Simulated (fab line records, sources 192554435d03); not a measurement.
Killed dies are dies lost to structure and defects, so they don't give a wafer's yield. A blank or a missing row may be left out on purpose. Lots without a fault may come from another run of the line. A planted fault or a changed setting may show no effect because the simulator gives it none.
A struck lot beside a sound one | flow n5_finfet | 16 steps out of a route of 1938
Sound: wafers L458.1, L458.2, L458.3. Struck: wafers L447.1, L447.3, L447.5. The cause comes at the end.
At each step with rows: each side's tool, then ch and its chambers, then its first start. Under that, the readings that differ: sound wafers | struck wafers | difference of the means | sigmas: that difference in standard deviations of wafers without a fault.
alike: readings whose means differ by less than 2 such deviations, and words and numbers that are the same on both sides. not compared: withheld readings, readings that some wafer has no value for, bounds like >300 that may hide the same value, and numbers for which the record gives no deviation and whose values overlap.
The two part at a step that has a row with sigmas, a row that says differs or no value, or rows on one side only. Numbers that don't overlap but have no deviation are shown without sigmas and don't part them. A reading that every wafer of one side lacks parts them only if that side has two wafers or more.

first, 8 steps without rows for these wafers: N5_BEOL_M9_COAT_64 (time 60 s, resist thk 12 nm); N5_BEOL_M9_COAT_75 (time 60 s, resist thk 5 nm); N5_BEOL_M9_COAT_22 (resist thk 30 nm); N5_BEOL_M9_EBR_24; N5_BEOL_M9_SOFTBAKE_23 (time 60 s); N5_BEOL_M9_EXPOSE_25 (exposes mask V8); N5_BEOL_M9_PEB_26 (peb time 60 s); N5_BEOL_M9_DEVELOP_27 (develop time 30 s).
N5_BEOL_M9_CD_MEAS_28: target cd 70 nm.
  sound on cd_sem-02 ch 0, day 14 14:06; struck on cd_sem-03 ch 0, day 11 01:13
  alike: cd_nm
N5_BEOL_M9_OVL_MEAS_29:
  sound on overlay-01 ch 0, day 14 14:08; struck on overlay-02 ch 0, day 11 01:14
  alike: V8_OVL
N5_BEOL_M9_INSPECT_30: inspects for defects (brightfield).
  sound on defect_inspect-01, day 14 14:11; struck on defect_inspect-01, day 11 01:18
  alike: raw_defect_count
N5_BEOL_M9_DESCUM_33: chemistry O2, time 7 s.
  sound on rie_diel-04 ch 0,1,2, day 14 14:17; struck on rie_diel-03 ch 0,1,2, day 11 01:37
  alike: drypump_motor_current_A, oes_product_au, rf_vpp_V, showerhead_plenum_p_Torr, throttle_valve_pct
  not compared: rf_hours_counter_h
N5_BEOL_M9_ETCH_76: etches underlayer in N2/H2, target depth 6.5 nm, time 5.2 s.
  sound on rie_diel-04 ch 0,1,2, day 14 14:19; struck on rie_diel-03 ch 0,1,2, day 11 01:40
  no value came back on the struck wafers for any of 9 readings (bias_w (W), chamber_pressure_mTorr (mTorr) and others); on the sound wafers bias_w (W) reads 149.8 150.7 150.4
  reading                                      | sound          | struck     | difference | sigmas
  model.CAR-EUV_of_BEOL_M9_COAT_22.thk_nm (nm) | 20.4 20.4 20.4 | 26 26.2 26 | +6         |
N5_BEOL_M9_ETCH_65: etches SiARC in CF4, target depth 15.6 nm, time 26 s.
  sound on rie_diel-04 ch 0,1,2, day 14 14:20; struck on rie_diel-03 ch 0,1,2, day 11 01:40
  reading                                      | sound          | struck       | difference | sigmas
  model.CAR-EUV_of_BEOL_M9_COAT_22.thk_nm (nm) | 11.2 11.2 11.2 | 16.8 17 16.8 | +5.7       |
  alike: bias_w, cf4_flow_sccm, drypump_motor_current_A, etch_rf_on_time_s, oes_product_au, rf_vpp_V, showerhead_plenum_p_Torr, throttle_valve_pct
  not compared: rf_hours_counter_h
N5_BEOL_M9_ETCH_66: etches SOC in N2/H2, target depth 80 nm, overetch 16 nm, time 120 s.
  sound on rie_diel-04 ch 0,1,2, day 14 14:22; struck on rie_diel-03 ch 0,1,2, day 11 01:42
  alike: bias_w, chamber_pressure_mTorr, drypump_motor_current_A, oes_product_au, rf_vpp_V, showerhead_plenum_p_Torr, throttle_valve_pct
  not compared: rf_hours_counter_h
-- the record jumps here: 2 days lie between the struck wafers' starts before and after (it left off in module BEOL_M9 and takes up again in module PASSIVATION, whose first step shown is number 1936 of the route) --
N5_PASSIVATION_PROBE_49:
  the record has rows for the struck wafers here (prober-01, day 13 12:53) and none for the sound ones

WHERE THEY PART
First at N5_BEOL_M9_ETCH_76; last, within this record, at N5_PASSIVATION_PROBE_49.

WHY: what the simulator had put in
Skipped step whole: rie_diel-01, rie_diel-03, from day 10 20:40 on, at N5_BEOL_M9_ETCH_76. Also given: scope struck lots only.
